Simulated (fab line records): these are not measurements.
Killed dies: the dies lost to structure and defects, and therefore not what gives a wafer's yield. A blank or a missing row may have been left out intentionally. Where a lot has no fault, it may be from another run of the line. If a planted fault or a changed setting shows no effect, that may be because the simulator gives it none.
fab line records -- flow n5_finfet -- part 1 of 2: steps 1 to 4 of 6
record: lots: 23, wafers: 69, last_day: 19
route steps=1938 shown BEOL_M0_SAQP@636 BEOL_M0_CUTY@711
lots with no fault: from the same line, run without faults
start_h: hours from the record's first day to the start of the lot's first wafer shown -- wait_h: hours from the lot's prior step to this one -- " repeats the value in the row above -- L1.1+2: a single row standing in for several wafers -- - no value, or no start was given -- * or withheld: withheld -- < > ~ a bound
route shown NAME@n: NAME is a module with steps in the file, n the number in the route of the first one -- usual: the fault-free wafers' mean and standard deviation -- same: alike in all rows -- chamber/n: place in a boat -- sites: the reading at each site -- _std_site: standard deviation across them -- _edge_site: outer sites' mean less inner sites' -- radius_mm: for every site, how far away it sits from the centre of the wafer -- mask NAME#n: copy n -- behind: the last tool/chamber to shape the wafer -- hold: cause of the lot's hold/its duration in hours/its outcome -- device: the n, p or np transistor that did not switch -- end of line: the route-end tests of the same wafers -- a step with no rows: only its recipe -- killed: not the wafer's yield, but the dies lost to structure and defects at the first sort -- map: shows each die of a wafer: x if killed, . if not, _ if none is there
set.NAME: the setting the step ran with; set.NAME@STEP: the setting that earlier step ran with -- model.NAME: the simulator's own value behind a step, which no gauge read
a sample of lots followed through the steps of the route, with each step as a table and each wafer as a row
services: the hour from which a tool's chamber was out of use, counted from the record's first day as start_h (under 0 if before that day), plus the number of hours and why
== steps ==
step: N5_BEOL_M0_SAQP_PECVD_96
recipe: material: a-Si, target_thk_a: 450, temp_c: 350, precursor: SiH4/He, pressure_torr: 3, rf_w: 100, time_s: 45.2
usual: heater_power_w: 611/72, showerhead_plenum_p_Torr: 5.67/0.065, throttle_valve_pct: 18.5/0.98
lot.wafer,tool,chamber,start_h,wait_h,heater_power_w,showerhead_plenum_p_Torr,throttle_valve_pct
L074.1,pecvd-04,2,112.57,0.0,514,5.71,16.9
L074.5,pecvd-04,0,112.57,0.0,684,5.66,19.1
L074.6,pecvd-04,1,112.57,0.0,507,5.68,19.7
L075.2,pecvd-01,1,118.58,0.0,517,5.68,20.2
L075.5,pecvd-01,2,118.58,0.0,605,5.54,17.3
L075.6,pecvd-01,1,118.58,0.0,505,5.69,19.8
L076.4,pecvd-02,1,130.76,0.0,712,5.70,18.4
L076.5,pecvd-02,0,130.76,0.0,616,5.69,17.8
L076.6,pecvd-02,2,130.76,0.0,677,5.78,17.9
L078.4,pecvd-02,0,133.07,0.0,653,5.69,17.9
L078.5,pecvd-02,1,133.07,0.0,724,5.71,18.0
L078.6,pecvd-02,2,133.07,0.0,669,5.77,18.1
L077.1,pecvd-04,0,138.38,0.0,684,5.67,19.2
L077.3,pecvd-04,2,138.38,0.0,563,5.70,17.3
L077.6,pecvd-04,1,138.38,0.0,500,5.69,20.0
L079.1,pecvd-02,0,138.90,0.0,559,5.71,17.8
L079.3,pecvd-02,2,138.90,0.0,599,5.77,17.8
L079.4,pecvd-02,2,138.90,0.0,632,5.77,17.9
L080.3,pecvd-02,2,142.58,0.0,639,5.78,17.6
L080.4,pecvd-02,0,142.58,0.0,614,5.70,17.6
L080.5,pecvd-02,2,142.58,0.0,644,5.79,17.8
L081.2,pecvd-01,1,145.36,0.0,513,5.67,19.9
L081.3,pecvd-01,0,145.36,0.0,596,5.62,18.5
L081.5,pecvd-01,0,145.36,0.0,559,5.64,18.3
L082.2,pecvd-04,0,156.28,0.0,680,5.65,19.3
L082.3,pecvd-04,2,156.28,0.0,546,5.68,17.2
L082.6,pecvd-04,2,156.28,0.0,553,5.68,17.0
L083.3,pecvd-02,1,160.86,0.0,769,5.71,18.1
L083.4,pecvd-02,1,160.86,0.0,781,5.70,18.0
L083.5,pecvd-02,0,160.86,0.0,604,5.71,17.6
L084.1,pecvd-04,2,173.04,0.0,534,5.69,17.1
L084.4,pecvd-04,2,173.04,0.0,542,5.71,17.0
L084.6,pecvd-04,0,173.04,0.0,616,5.68,19.3
L085.1,pecvd-01,1,181.01,0.0,516,5.67,20.3
L085.4,pecvd-01,1,181.01,0.0,505,5.68,19.9
L085.6,pecvd-01,0,181.01,0.0,610,5.62,18.3
L086.1,pecvd-01,2,183.37,0.0,644,5.53,17.7
L086.2,pecvd-01,0,183.37,0.0,621,5.62,18.3
L086.3,pecvd-01,1,183.37,0.0,439,5.69,20.1
L087.1,pecvd-01,1,190.85,0.0,524,5.69,20.1
L087.2,pecvd-01,0,190.85,0.0,638,5.63,18.4
L087.4,pecvd-01,0,190.85,0.0,622,5.63,18.3
L088.1,pecvd-04,0,193.27,0.0,578,5.66,19.7
L088.3,pecvd-04,2,193.27,0.0,590,5.70,17.0
L088.5,pecvd-04,0,193.27,0.0,592,5.67,19.1
L089.2,pecvd-04,2,197.95,0.0,568,5.68,17.2
L089.3,pecvd-04,0,197.95,0.0,671,5.67,19.1
L089.6,pecvd-04,2,197.95,0.0,577,5.68,17.1
L090.1,pecvd-01,2,201.21,0.0,630,5.54,17.9
L090.2,pecvd-01,1,201.21,0.0,513,5.69,20.1
L090.6,pecvd-01,0,201.21,0.0,558,5.62,18.7
L092.2,pecvd-04,1,218.64,0.0,578,5.69,19.8
L092.4,pecvd-04,0,218.64,0.0,636,5.66,19.5
L092.6,pecvd-04,1,218.64,0.0,562,5.69,19.9
L093.1,pecvd-01,2,223.68,0.0,709,5.55,17.9
L093.5,pecvd-01,2,223.68,0.0,718,5.54,17.7
L093.6,pecvd-01,0,223.68,0.0,611,5.62,18.4
L094.2,pecvd-01,2,231.00,0.0,728,5.53,17.6
L094.3,pecvd-01,1,231.00,0.0,533,5.69,19.9
L094.5,pecvd-01,0,231.00,0.0,641,5.63,18.3
L095.1,pecvd-02,0,234.48,0.0,641,5.70,17.4
L095.2,pecvd-02,2,234.48,0.0,681,5.77,17.7
L095.4,pecvd-02,2,234.48,0.0,657,5.77,18.0
L096.1,pecvd-02,2,238.01,0.0,672,5.76,17.9
L096.3,pecvd-02,0,238.01,0.0,564,5.72,17.6
L096.5,pecvd-02,2,238.01,0.0,654,5.77,17.9
L097.1,pecvd-02,2,246.14,0.0,644,5.78,18.0
L097.4,pecvd-02,0,246.14,0.0,636,5.70,17.5
L097.5,pecvd-02,1,246.14,0.0,670,5.68,18.4
step: N5_BEOL_M0_SAQP_THK_MEAS_05
usual: thk_nm: 60.2/1
lot.wafer,tool,chamber,start_h,wait_h,thk_nm
L074.1,film_metro-01,-,112.75,0.1,59.2
L074.5,film_metro-01,-,112.75,0.1,60.3
L074.6,film_metro-01,-,112.75,0.1,60.4
L075.2,film_metro-02,-,118.76,0.1,59.3
L075.5,film_metro-02,-,118.76,0.1,61.0
L075.6,film_metro-02,-,118.76,0.1,60.4
L076.4,film_metro-02,-,130.92,0.0,59.4
L076.5,film_metro-02,-,130.92,0.0,61.1
L076.6,film_metro-02,-,130.92,0.0,61.4
L078.4,film_metro-02,-,133.23,0.0,61.0
L078.5,film_metro-02,-,133.23,0.0,59.8
L078.6,film_metro-02,-,133.23,0.0,61.4
L077.1,film_metro-01,-,138.58,0.1,58.7
L077.3,film_metro-01,-,138.58,0.1,59.1
L077.6,film_metro-01,-,138.58,0.1,59.8
L079.1,film_metro-02,-,139.08,0.1,60.2
L079.3,film_metro-02,-,139.08,0.1,60.6
L079.4,film_metro-02,-,139.08,0.1,62.2
L080.3,film_metro-02,-,142.76,0.1,60.6
L080.4,film_metro-02,-,142.76,0.1,61.0
L080.5,film_metro-02,-,142.76,0.1,61.6
L081.2,film_metro-01,-,145.55,0.1,59.9
L081.3,film_metro-01,-,145.55,0.1,58.7
L081.5,film_metro-01,-,145.55,0.1,60.5
L082.2,film_metro-01,-,156.46,0.1,59.1
L082.3,film_metro-01,-,156.46,0.1,59.3
L082.6,film_metro-01,-,156.46,0.1,60.0
L083.3,film_metro-02,-,161.04,0.1,59.9
L083.4,film_metro-02,-,161.04,0.1,60.1
L083.5,film_metro-02,-,161.04,0.1,59.9
L084.1,film_metro-01,-,173.22,0.1,58.6
L084.4,film_metro-01,-,173.22,0.1,60.2
L084.6,film_metro-01,-,173.22,0.1,58.3
L085.1,film_metro-02,-,181.19,0.1,60.3
L085.4,film_metro-02,-,181.19,0.1,60.8
L085.6,film_metro-02,-,181.19,0.1,60.3
L086.1,film_metro-01,-,183.55,0.1,61.3
L086.2,film_metro-01,-,183.55,0.1,59.6
L086.3,film_metro-01,-,183.55,0.1,60.0
L087.1,film_metro-01,-,191.03,0.1,60.2
L087.2,film_metro-01,-,191.03,0.1,58.8
L087.4,film_metro-01,-,191.03,0.1,60.3
L088.1,film_metro-01,-,193.45,0.1,59.1
L088.3,film_metro-01,-,193.45,0.1,58.9
L088.5,film_metro-01,-,193.45,0.1,59.2
L089.2,film_metro-02,-,198.14,0.1,58.9
L089.3,film_metro-02,-,198.14,0.1,57.5
L089.6,film_metro-02,-,198.14,0.1,60.1
L090.1,film_metro-01,-,201.39,0.1,60.0
L090.2,film_metro-01,-,201.39,0.1,60.4
L090.6,film_metro-01,-,201.39,0.1,60.2
L092.2,film_metro-01,-,218.90,0.1,60.1
L092.4,film_metro-01,-,218.90,0.1,59.0
L092.6,film_metro-01,-,218.90,0.1,61.0
L093.1,film_metro-02,-,223.86,0.1,61.3
L093.5,film_metro-02,-,223.86,0.1,61.9
L093.6,film_metro-02,-,223.86,0.1,61.2
L094.2,film_metro-01,-,231.18,0.1,61.9
L094.3,film_metro-01,-,231.18,0.1,61.1
L094.5,film_metro-01,-,231.18,0.1,60.8
L095.1,film_metro-01,-,234.73,0.1,60.5
L095.2,film_metro-01,-,234.73,0.1,59.9
L095.4,film_metro-01,-,234.73,0.1,60.4
L096.1,film_metro-02,-,238.26,0.1,60.5
L096.3,film_metro-02,-,238.26,0.1,61.1
L096.5,film_metro-02,-,238.26,0.1,61.5
L097.1,film_metro-01,-,246.32,0.1,60.0
L097.4,film_metro-01,-,246.32,0.1,60.3
L097.5,film_metro-01,-,246.32,0.1,61.1
step: N5_BEOL_M0_SAQP_OVL_MEAS_15
recipe: points_per_wafer: 44
usual: M0_CORE_OVL: 0.1/0.67
lot.wafer,tool,chamber,start_h,wait_h,M0_CORE_OVL[nm]
L074.1,overlay-01,0,113.26,0.0,0.1
L074.5,overlay-01,0,113.26,0.0,0.7
L074.6,overlay-01,0,113.26,0.0,-0.3
L075.2,overlay-02,0,119.27,0.0,1.1
L075.5,overlay-02,0,119.27,0.0,1.1
L075.6,overlay-02,0,119.27,0.0,0.6
L076.4,overlay-01,0,131.31,0.0,-0.5
L076.5,overlay-01,0,131.31,0.0,0.9
L076.6,overlay-01,0,131.31,0.0,-0.3
L078.4,overlay-01,0,133.61,0.0,-0.2
L078.5,overlay-01,0,133.61,0.0,0.0
L078.6,overlay-01,0,133.61,0.0,-0.6
L077.1,overlay-02,0,138.98,0.0,0.0
L077.3,overlay-02,0,138.98,0.0,0.6
L077.6,overlay-02,0,138.98,0.0,0.2
L079.1,overlay-02,0,139.47,0.0,-0.3
L079.3,overlay-02,0,139.47,0.0,0.3
L079.4,overlay-02,0,139.47,0.0,-0.2
L080.3,overlay-02,0,143.15,0.0,-1.0
L080.4,overlay-02,0,143.15,0.0,-0.9
L080.5,overlay-02,0,143.15,0.0,-0.5
L081.2,overlay-02,0,146.06,0.0,-0.6
L081.3,overlay-02,0,146.06,0.0,-0.2
L081.5,overlay-02,0,146.06,0.0,-0.7
L082.2,overlay-02,0,156.85,0.0,-0.5
L082.3,overlay-02,0,156.85,0.0,0.3
L082.6,overlay-02,0,156.85,0.0,0.8
L083.3,overlay-01,0,161.43,0.0,1.3
L083.4,overlay-01,0,161.43,0.0,0.5
L083.5,overlay-01,0,161.43,0.0,0.5
L084.1,overlay-01,0,173.74,0.0,-0.1
L084.4,overlay-01,0,173.74,0.0,0.4
L084.6,overlay-01,0,173.74,0.0,1.0
L085.1,overlay-01,0,181.71,0.0,-0.3
L085.4,overlay-01,0,181.71,0.0,0.7
L085.6,overlay-01,0,181.71,0.0,0.9
L086.1,overlay-02,0,183.94,0.0,0.6
L086.2,overlay-02,0,183.94,0.0,0.0
L086.3,overlay-02,0,183.94,0.0,-0.3
L087.1,overlay-02,0,191.55,0.0,0.5
L087.2,overlay-02,0,191.55,0.0,0.4
L087.4,overlay-02,0,191.55,0.0,0.4
L088.1,overlay-02,0,193.84,0.0,0.5
L088.3,overlay-02,0,193.84,0.0,0.8
L088.5,overlay-02,0,193.84,0.0,1.0
L089.2,overlay-01,0,198.65,0.0,0.0
L089.3,overlay-01,0,198.65,0.0,0.6
L089.6,overlay-01,0,198.65,0.0,0.4
L090.1,overlay-01,0,201.78,0.0,-0.2
L090.2,overlay-01,0,201.78,0.0,0.2
L090.6,overlay-01,0,201.78,0.0,-1.3
L092.2,overlay-02,0,219.41,0.0,-0.2
L092.4,overlay-02,0,219.41,0.0,-0.3
L092.6,overlay-02,0,219.41,0.0,-1.3
L093.1,overlay-02,0,224.37,0.0,0.2
L093.5,overlay-02,0,224.37,0.0,0.2
L093.6,overlay-02,0,224.37,0.0,-0.3
L094.2,overlay-02,0,231.72,0.0,0.2
L094.3,overlay-02,0,231.72,0.0,1.1
L094.5,overlay-02,0,231.72,0.0,0.4
L095.1,overlay-02,0,235.14,0.0,0.5
L095.2,overlay-02,0,235.14,0.0,0.9
L095.4,overlay-02,0,235.14,0.0,0.8
L096.1,overlay-02,0,238.80,0.0,0.1
L096.3,overlay-02,0,238.80,0.0,-1.1
L096.5,overlay-02,0,238.80,0.0,-1.0
L097.1,overlay-02,0,246.71,0.0,-0.2
L097.4,overlay-02,0,246.71,0.0,0.7
L097.5,overlay-02,0,246.71,0.0,-0.1
step: N5_BEOL_M0_SAQP_ETCH_83
recipe: chemistry: CF4, target: SiARC, target_depth_a: 390, mask_material: CAR-ArF, time_s: 65, ion_energy_ev: 80, pressure_mtorr: 40, source_w: 545, bias_w: 36, Ar_flow_sccm: 100, cf4_flow_sccm: 100, ends: cleared
usual: chamber_pressure_mTorr: 39.99/0.063, drypump_motor_current_A: 5.4/0.43, etch_rf_on_time_s: 65.4/1.9, oes_product_au: 0.70/0.088, rf_vpp_V: 183.9/1.2, showerhead_plenum_p_Torr: 2.13/0.075, throttle_valve_pct: 15.62/0.23
lot.wafer,tool,chamber,start_h,wait_h,chamber_pressure_mTorr,drypump_motor_current_A,etch_rf_on_time_s,oes_product_au,rf_hours_counter_h,rf_vpp_V,showerhead_plenum_p_Torr,throttle_valve_pct
L074.1,rie_diel-03,3,113.36,0.0,39.99,6.2,64.8,0.74,28,183.2,2.11,15.60
L074.5,rie_diel-03,2,113.36,0.0,40.02,5.1,64.3,0.72,-,185.4,2.18,15.66
L074.6,rie_diel-03,1,113.36,0.0,39.97,5.6,62.9,0.64,-,183.7,2.13,15.83
L075.2,rie_diel-01,1,119.36,0.0,39.98,5.1,68.6,0.64,135,182.8,2.07,15.86
L075.5,rie_diel-01,3,119.36,0.0,39.93,5.6,63.0,0.60,-,184.9,2.21,15.72
L075.6,rie_diel-01,1,119.36,0.0,40.01,5.1,67.4,0.64,-,182.4,2.07,15.89
L076.4,rie_diel-01,2,131.42,0.0,40.01,5.5,67.0,0.83,-,183.5,2.09,15.24
L076.5,rie_diel-01,1,131.42,0.0,39.98,5.1,68.3,0.63,-,182.5,2.07,15.89
L076.6,rie_diel-01,0,131.42,0.0,40.02,5.4,65.8,0.58,-,182.8,2.01,15.93
L078.4,rie_diel-04,2,133.74,0.0,40.01,4.7,67.5,0.60,194,183.0,2.01,15.43
L078.5,rie_diel-04,1,133.74,0.0,40.00,5.7,65.2,0.68,-,184.4,2.15,15.63
L078.6,rie_diel-04,0,133.74,0.0,40.01,5.3,64.1,0.83,-,184.4,2.18,15.54
L077.1,rie_diel-01,0,139.07,0.0,39.99,5.3,65.5,0.57,253,182.9,2.01,15.94
L077.3,rie_diel-01,2,139.07,0.0,39.90,5.5,66.1,0.82,8,182.2,2.09,15.25
L077.6,rie_diel-01,1,139.07,0.0,40.04,5.1,67.6,0.64,-,183.0,2.06,15.90
L079.1,rie_diel-03,3,139.57,0.0,40.00,6.2,64.5,0.73,37,184.5,2.11,15.63
L079.3,rie_diel-03,1,139.57,0.0,39.97,5.6,64.1,0.62,186,184.5,2.13,15.85
L079.4,rie_diel-03,0,139.57,0.0,39.96,5.0,64.6,0.82,11,185.9,2.28,15.33
L080.3,rie_diel-01,0,143.36,0.0,39.95,5.3,66.8,0.57,255,182.4,2.01,15.96
L080.4,rie_diel-01,1,143.36,0.0,40.06,5.0,68.8,0.63,-,182.8,2.06,15.90
L080.5,rie_diel-01,0,143.36,0.0,40.02,5.3,66.3,0.57,-,183.1,2.01,15.98
L081.2,rie_diel-03,2,146.15,0.0,39.96,5.1,65.7,0.71,95,183.8,2.18,15.68
L081.3,rie_diel-03,0,146.15,0.0,39.95,5.0,64.7,0.82,14,185.1,2.28,15.35
L081.5,rie_diel-03,1,146.15,0.0,40.03,5.6,64.3,0.62,-,182.7,2.13,15.86
L082.2,rie_diel-01,2,157.06,0.0,40.00,5.5,67.2,0.80,15,182.6,2.09,15.24
L082.3,rie_diel-01,1,157.06,0.0,39.98,5.1,68.7,0.63,150,181.3,2.06,15.91
L082.6,rie_diel-01,2,157.06,0.0,40.00,5.4,67.5,0.79,-,182.5,2.09,15.25
L083.3,rie_diel-04,2,161.52,0.0,40.07,4.8,67.3,0.60,202,182.6,2.01,15.43
L083.4,rie_diel-04,1,161.52,0.0,39.94,5.6,65.3,0.67,132,184.6,2.15,15.65
L083.5,rie_diel-04,3,161.52,0.0,39.97,6.4,63.7,0.65,-,183.7,2.13,15.70
L084.1,rie_diel-03,3,173.83,0.0,40.02,6.2,63.9,0.72,47,182.7,2.10,15.64
L084.4,rie_diel-03,1,173.83,0.0,40.03,5.6,62.3,0.64,196,182.9,2.13,15.88
L084.6,rie_diel-03,2,173.83,0.0,39.99,5.1,64.9,0.70,-,184.9,2.17,15.72
L085.1,rie_diel-04,1,181.80,0.0,39.95,5.6,65.4,0.67,138,183.6,2.14,15.68
L085.4,rie_diel-04,0,181.80,0.0,40.02,5.3,63.9,0.79,16,184.2,2.18,15.55
L085.6,rie_diel-04,0,181.80,0.0,39.98,5.3,64.0,0.80,-,184.0,2.18,15.55
L086.1,rie_diel-01,0,184.03,0.0,40.04,5.3,64.8,0.86,0,186.1,2.26,15.40
L086.2,rie_diel-01,2,184.03,0.0,40.04,5.4,66.9,0.77,24,184.1,2.09,15.28
L086.3,rie_diel-01,3,184.03,0.0,40.06,5.6,61.8,0.82,11,185.3,2.21,15.27
L087.1,rie_diel-01,1,191.66,0.0,40.03,5.1,68.5,0.62,163,183.9,2.06,15.94
L087.2,rie_diel-01,3,191.66,0.0,40.01,5.6,61.5,0.82,13,183.3,2.21,15.26
L087.4,rie_diel-01,0,191.66,0.0,40.04,5.3,65.1,0.83,2,185.1,2.26,15.42
L088.1,rie_diel-03,1,193.93,0.0,40.00,5.6,64.0,0.62,203,183.1,2.12,15.90
L088.3,rie_diel-03,3,193.93,0.0,40.03,6.2,65.1,0.71,53,182.7,2.10,15.67
L088.5,rie_diel-03,1,193.93,0.0,40.02,5.6,63.7,0.62,-,184.6,2.12,15.87
L089.2,rie_diel-01,2,198.75,0.0,40.06,5.5,66.8,0.78,28,183.6,2.09,15.28
L089.3,rie_diel-01,0,198.75,0.0,39.97,5.3,64.8,0.82,4,186.7,2.26,15.43
L089.6,rie_diel-01,0,198.75,0.0,39.93,5.3,64.5,0.82,-,185.5,2.26,15.43
L090.1,rie_diel-04,1,202.07,0.0,40.00,5.7,65.2,0.67,143,184.3,2.14,15.67
L090.2,rie_diel-04,3,202.07,0.0,39.98,6.4,63.5,0.64,152,183.7,2.13,15.73
L090.6,rie_diel-04,2,202.07,0.0,39.96,4.8,67.4,0.59,-,181.9,2.00,15.46
L092.2,rie_diel-03,1,219.50,0.0,39.97,5.6,64.4,0.61,209,183.7,2.12,15.91
L092.4,rie_diel-03,3,219.50,0.0,39.99,6.2,65.5,0.70,59,182.6,2.10,15.68
L092.6,rie_diel-03,3,219.50,0.0,40.03,6.2,65.8,0.70,-,182.9,2.10,15.68
L093.1,rie_diel-01,1,224.47,0.0,39.99,5.1,68.6,0.61,171,183.3,2.06,15.94
L093.5,rie_diel-01,3,224.47,0.0,40.08,5.6,61.5,0.79,-,184.1,2.20,15.28
L093.6,rie_diel-01,2,224.47,0.0,39.94,5.5,67.1,0.76,-,183.0,2.08,15.30
L094.2,rie_diel-04,0,232.08,0.0,39.97,5.3,64.8,0.78,30,184.8,2.18,15.58
L094.3,rie_diel-04,1,232.08,0.0,39.99,5.6,65.7,0.66,151,183.2,2.14,15.69
L094.5,rie_diel-04,0,232.08,0.0,39.96,5.3,64.4,0.78,-,185.2,2.18,15.58
L095.1,rie_diel-01,2,235.88,0.0,39.96,5.5,68.1,0.74,42,183.8,2.08,15.32
L095.2,rie_diel-01,1,235.88,0.0,39.97,5.1,69.2,0.60,178,183.9,2.05,15.95
L095.4,rie_diel-01,1,235.88,0.0,40.04,5.1,68.9,0.61,-,183.6,2.05,15.95
L096.1,rie_diel-04,3,239.13,0.0,39.90,6.4,64.9,0.63,162,184.8,2.12,15.77
L096.3,rie_diel-04,1,239.13,0.0,40.02,5.6,65.0,0.66,154,186.2,2.14,15.71
L096.5,rie_diel-04,2,239.13,0.0,40.02,4.7,67.4,0.59,-,181.4,2.00,15.48
L097.1,rie_diel-04,0,247.56,0.0,39.97,5.3,64.4,0.76,35,184.4,2.17,15.60
L097.4,rie_diel-04,3,247.56,0.0,40.09,6.4,64.8,0.63,164,183.9,2.12,15.77
L097.5,rie_diel-04,0,247.56,0.0,39.97,5.3,65.1,0.76,-,183.7,2.17,15.59
